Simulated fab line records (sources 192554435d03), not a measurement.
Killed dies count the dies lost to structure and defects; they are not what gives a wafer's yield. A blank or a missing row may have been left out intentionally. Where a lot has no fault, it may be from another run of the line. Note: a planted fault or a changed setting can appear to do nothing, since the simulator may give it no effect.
Chamber matching | flow n5 finfet | 4 sister chambers for N5_BEOL_M5_ETCH_68 on rie diel-06
The step etches SOC in N2/H2, target depth 80 nm, overetch 16 nm, time 120 s. 8 wafers are shown with their chamber, then 10 later ones without.

## WAFERS PAIRED WITH THEIR CHAMBERS
wafer  | chamber | showerhead plenum p Torr (Torr) | throttle valve pct (%)
L077.6 | 1       | 2.65                            | 18.0
L078.6 | 2       | 2.54                            | 18.1
L082.6 | 1       | 2.64                            | 18.0
L086.1 | 0       | 2.50                            | 17.9
L086.2 | 3       | 2.46                            | 17.3
L086.3 | 2       | 2.54                            | 18.2
L087.1 | 0       | 2.50                            | 17.9
L087.4 | 3       | 2.46                            | 17.3

## WAFERS WITH NO CHAMBER GIVEN
wafer  | showerhead plenum p Torr (Torr) | throttle valve pct (%)
L087.5 | 2.50                            | 17.9
L096.1 | 2.53                            | 18.2
L096.2 | 2.63                            | 18.0
L096.3 | 2.49                            | 17.9
L096.4 | 2.45                            | 17.3
L096.5 | 2.45                            | 17.3
L096.6 | 2.49                            | 17.9
L097.2 | 2.45                            | 17.3
L097.3 | 2.53                            | 18.2
L097.5 | 2.45                            | 17.3

## CHAMBER TAKEN BY EACH
wafer  | from the rows above | in truth
L087.5 | 0                   | 0
L096.1 | 2                   | 2
L096.2 | 1                   | 1
L096.3 | 0                   | 0
L096.4 | 3                   | 3
L096.5 | 3                   | 3
L096.6 | 0                   | 0
L097.2 | 3                   | 3
L097.3 | 2                   | 2
L097.5 | 3                   | 3
Correctly placed: 10 of 10. Left unplaced by these rows: 0. 0 placed wrongly.
How it was worked out, from the rows above alone: a wafer's distance from a chamber is the root of the sum, over the readings, of the square of ((its reading less the chamber's mean) divided by the reading's scatter). The wafer belongs to the nearest chamber; if the next one is less than 2 further off, it can't be placed. For every chamber, the mean is computed from those of its wafers that are shown. The scatter is the square root of a quotient: the sum, over the shown wafers, of each reading's squared deviation from its chamber's mean, divided by wafers minus chambers.
